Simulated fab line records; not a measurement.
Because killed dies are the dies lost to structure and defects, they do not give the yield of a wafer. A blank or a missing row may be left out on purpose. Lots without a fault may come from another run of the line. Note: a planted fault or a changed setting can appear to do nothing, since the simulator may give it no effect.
Which tool is to blame? || flow nand harc || 23 lots, 69 wafers sampled, at 2 steps of a route of 1159

== WHAT THE GAUGES READ, wafer by wafer ==
NHARC_A_M1_CD_MEAS_09: the cd target is 120 nm. Usual: 119.8 nm for cd nm, sd 0.78.
{"lot": "L075", "measured": "day 17 16:46", "on": "cd sem-03", "cd nm (nm)": "119.4 119.5 119.2", "flag": ""}
{"lot": "L074", "measured": "day 17 20:43", "on": "cd sem-01", "cd nm (nm)": "119.7 119.3 119.3", "flag": ""}
{"lot": "L077", "measured": "day 18 00:10", "on": "cd sem-01", "cd nm (nm)": "120.8 120.1 119.9", "flag": ""}
{"lot": "L076", "measured": "day 18 01:25", "on": "cd sem-02", "cd nm (nm)": "119.5 120.0 118.3", "flag": ""}
{"lot": "L079", "measured": "day 18 03:38", "on": "cd sem-02", "cd nm (nm)": "120.8 120.4 119.9", "flag": ""}
{"lot": "L078", "measured": "day 19 03:15", "on": "cd sem-02", "cd nm (nm)": "119.3 119.2 120.3", "flag": ""}
{"lot": "L081", "measured": "day 19 10:33", "on": "cd sem-02", "cd nm (nm)": "120.4 120.0 120.0", "flag": ""}
{"lot": "L080", "measured": "day 20 03:43", "on": "cd sem-03", "cd nm (nm)": "118.8 119.5 119.1", "flag": ""}
{"lot": "L083", "measured": "day 20 06:24", "on": "cd sem-03", "cd nm (nm)": "118.9 119.5 119.8", "flag": ""}
{"lot": "L084", "measured": "day 20 10:25", "on": "cd sem-01", "cd nm (nm)": "119.1 120.4 118.4", "flag": ""}
{"lot": "L082", "measured": "day 20 11:14", "on": "cd sem-02", "cd nm (nm)": "119.9 120.7 120.4", "flag": ""}
{"lot": "L086", "measured": "day 21 23:46", "on": "cd sem-02", "cd nm (nm)": "119.4 120.1 118.4", "flag": ""}
{"lot": "L087", "measured": "day 22 00:17", "on": "cd sem-02", "cd nm (nm)": "120.0 120.1 119.3", "flag": ""}
{"lot": "L088", "measured": "day 22 05:39", "on": "cd sem-03", "cd nm (nm)": "120.7 120.6 119.7", "flag": ""}
{"lot": "L090", "measured": "day 22 17:57", "on": "cd sem-01", "cd nm (nm)": "120.5 120.9 120.2", "flag": ""}
{"lot": "L091", "measured": "day 22 17:07", "on": "cd sem-03", "cd nm (nm)": "119.5 118.0 119.0", "flag": ""}
{"lot": "L089", "measured": "day 22 18:42", "on": "cd sem-02", "cd nm (nm)": "119.0 120.0 118.7", "flag": ""}
{"lot": "L092", "measured": "day 23 01:48", "on": "cd sem-02", "cd nm (nm)": "120.2 118.3 119.3", "flag": ""}
{"lot": "L094", "measured": "day 23 01:56", "on": "cd sem-02", "cd nm (nm)": "120.8 119.7 118.6", "flag": ""}
{"lot": "L093", "measured": "day 23 04:57", "on": "cd sem-03", "cd nm (nm)": "119.1 121.1 120.5", "flag": ""}
{"lot": "L095", "measured": "day 23 12:51", "on": "cd sem-02", "cd nm (nm)": "120.3 119.8 119.5", "flag": ""}
{"lot": "L096", "measured": "day 23 12:14", "on": "cd sem-01", "cd nm (nm)": "119.4 120.7 120.5", "flag": ""}
{"lot": "L097", "measured": "day 24 04:36", "on": "cd sem-03", "cd nm (nm)": "119.6 120.4 120.7", "flag": ""}

== TOOL THAT RAN EACH LOT (tool first, then ch and the chambers of the sampled wafers, then the start) ==
{"lot": "L075", "NHARC_A_CONTACT_ETCH_139": "har cap etch-02 ch 0,1, day 17 03:48"}
{"lot": "L074", "NHARC_A_CONTACT_ETCH_139": "har cap etch-03 ch 0,1, day 17 04:59"}
{"lot": "L077", "NHARC_A_CONTACT_ETCH_139": "har cap etch-03 ch 0,1, day 17 09:37"}
{"lot": "L076", "NHARC_A_CONTACT_ETCH_139": "har cap etch-02 ch 0,1, day 17 13:00"}
{"lot": "L079", "NHARC_A_CONTACT_ETCH_139": "har cap etch-01 ch 0,1, day 17 15:12"}
{"lot": "L078", "NHARC_A_CONTACT_ETCH_139": "har cap etch-03 ch 0,1, day 18 10:35"}
{"lot": "L081", "NHARC_A_CONTACT_ETCH_139": "har cap etch-03 ch 0,1, day 18 22:28"}
{"lot": "L080", "NHARC_A_CONTACT_ETCH_139": "har cap etch-03 ch 0,1, day 19 05:08"}
{"lot": "L083", "NHARC_A_CONTACT_ETCH_139": "har cap etch-01 ch 0,1, day 19 07:35"}
{"lot": "L084", "NHARC_A_CONTACT_ETCH_139": "har cap etch-03 ch 0,1, day 19 09:45"}
{"lot": "L082", "NHARC_A_CONTACT_ETCH_139": "har cap etch-02 ch 0,1, day 19 11:34"}
{"lot": "L086", "NHARC_A_CONTACT_ETCH_139": "har cap etch-01 ch 0,1, day 20 19:09"}
{"lot": "L087", "NHARC_A_CONTACT_ETCH_139": "har cap etch-03 ch 0,1, day 20 19:38"}
{"lot": "L088", "NHARC_A_CONTACT_ETCH_139": "har cap etch-03 ch 0,1, day 20 22:25"}
{"lot": "L090", "NHARC_A_CONTACT_ETCH_139": "har cap etch-01 ch 0,1, day 21 13:45"}
{"lot": "L091", "NHARC_A_CONTACT_ETCH_139": "har cap etch-02 ch 0,1, day 21 14:53"}
{"lot": "L089", "NHARC_A_CONTACT_ETCH_139": "har cap etch-01 ch 0,1, day 21 16:28"}
{"lot": "L092", "NHARC_A_CONTACT_ETCH_139": "har cap etch-01 ch 0,1, day 21 22:11"}
{"lot": "L094", "NHARC_A_CONTACT_ETCH_139": "har cap etch-03 ch 0,1, day 22 07:09"}
{"lot": "L093", "NHARC_A_CONTACT_ETCH_139": "har cap etch-01 ch 0,1, day 22 09:31"}
{"lot": "L095", "NHARC_A_CONTACT_ETCH_139": "har cap etch-01 ch 0,1, day 22 19:26"}
{"lot": "L096", "NHARC_A_CONTACT_ETCH_139": "har cap etch-02 ch 0,1, day 22 20:02"}
{"lot": "L097", "NHARC_A_CONTACT_ETCH_139": "har cap etch-03 ch 0,1, day 23 08:24"}
- NHARC_A_CONTACT_ETCH_139: etches the open film in C4F8/O2/Ar, time 137 s, target depth 590 nm.

== AS READ BY THE TOOLS THEMSELVES (means over the sampled wafers that have a number; for cases with no such wafer, the mark the record gives instead) ==
NHARC_A_CONTACT_ETCH_139. Usual: 20.001 mTorr for chamber pressure mTorr, sd 0.018.
{"lot": "L075", "tool": "har cap etch-02", "chamber pressure mTorr (mTorr)": 19.989, "flag": ""}
{"lot": "L074", "tool": "har cap etch-03", "chamber pressure mTorr (mTorr)": 19.993, "flag": ""}
{"lot": "L077", "tool": "har cap etch-03", "chamber pressure mTorr (mTorr)": 20.013, "flag": ""}
{"lot": "L076", "tool": "har cap etch-02", "chamber pressure mTorr (mTorr)": 20.006, "flag": ""}
{"lot": "L079", "tool": "har cap etch-01", "chamber pressure mTorr (mTorr)": 20.014, "flag": ""}
{"lot": "L078", "tool": "har cap etch-03", "chamber pressure mTorr (mTorr)": 20.024, "flag": ""}
{"lot": "L081", "tool": "har cap etch-03", "chamber pressure mTorr (mTorr)": 20.001, "flag": ""}
{"lot": "L080", "tool": "har cap etch-03", "chamber pressure mTorr (mTorr)": 20.005, "flag": ""}
{"lot": "L083", "tool": "har cap etch-01", "chamber pressure mTorr (mTorr)": 20.007, "flag": ""}
{"lot": "L084", "tool": "har cap etch-03", "chamber pressure mTorr (mTorr)": 20.011, "flag": ""}
{"lot": "L082", "tool": "har cap etch-02", "chamber pressure mTorr (mTorr)": 20.002, "flag": ""}
{"lot": "L086", "tool": "har cap etch-01", "chamber pressure mTorr (mTorr)": 20.002, "flag": ""}
{"lot": "L087", "tool": "har cap etch-03", "chamber pressure mTorr (mTorr)": 19.994, "flag": ""}
{"lot": "L088", "tool": "har cap etch-03", "chamber pressure mTorr (mTorr)": 19.983, "flag": ""}
{"lot": "L090", "tool": "har cap etch-01", "chamber pressure mTorr (mTorr)": 20.012, "flag": ""}
{"lot": "L091", "tool": "har cap etch-02", "chamber pressure mTorr (mTorr)": 20.019, "flag": ""}
{"lot": "L089", "tool": "har cap etch-01", "chamber pressure mTorr (mTorr)": 19.994, "flag": ""}
{"lot": "L092", "tool": "har cap etch-01", "chamber pressure mTorr (mTorr)": 19.973, "flag": ""}
{"lot": "L094", "tool": "har cap etch-03", "chamber pressure mTorr (mTorr)": 20.013, "flag": ""}
{"lot": "L093", "tool": "har cap etch-01", "chamber pressure mTorr (mTorr)": 20.005, "flag": ""}
{"lot": "L095", "tool": "har cap etch-01", "chamber pressure mTorr (mTorr)": 19.992, "flag": ""}
{"lot": "L096", "tool": "har cap etch-02", "chamber pressure mTorr (mTorr)": 19.995, "flag": ""}
{"lot": "L097", "tool": "har cap etch-03", "chamber pressure mTorr (mTorr)": 20.000, "flag": ""}

== THE ANSWER, worked out from the rows above alone ==
Rule: lot off if the mean of its wafers having a number is beyond 3 standard deviations from the usual mean. A lot without any number at a reading at which 4 lots or more have one is off too. Where the step has rows for the other lots, those lots are counted as sound. The gauges are gone through in route order, then the tools' own readings, and for those a lot's mean is taken as printed above. The first step at which some lot is off is used, and at that step the reading that is off furthest; a lot without a number counts as furthest.
Nothing can be told from this: no lot is off at any reading shown.

== WHAT HAD BEEN PUT IN BY THE SIMULATOR ==
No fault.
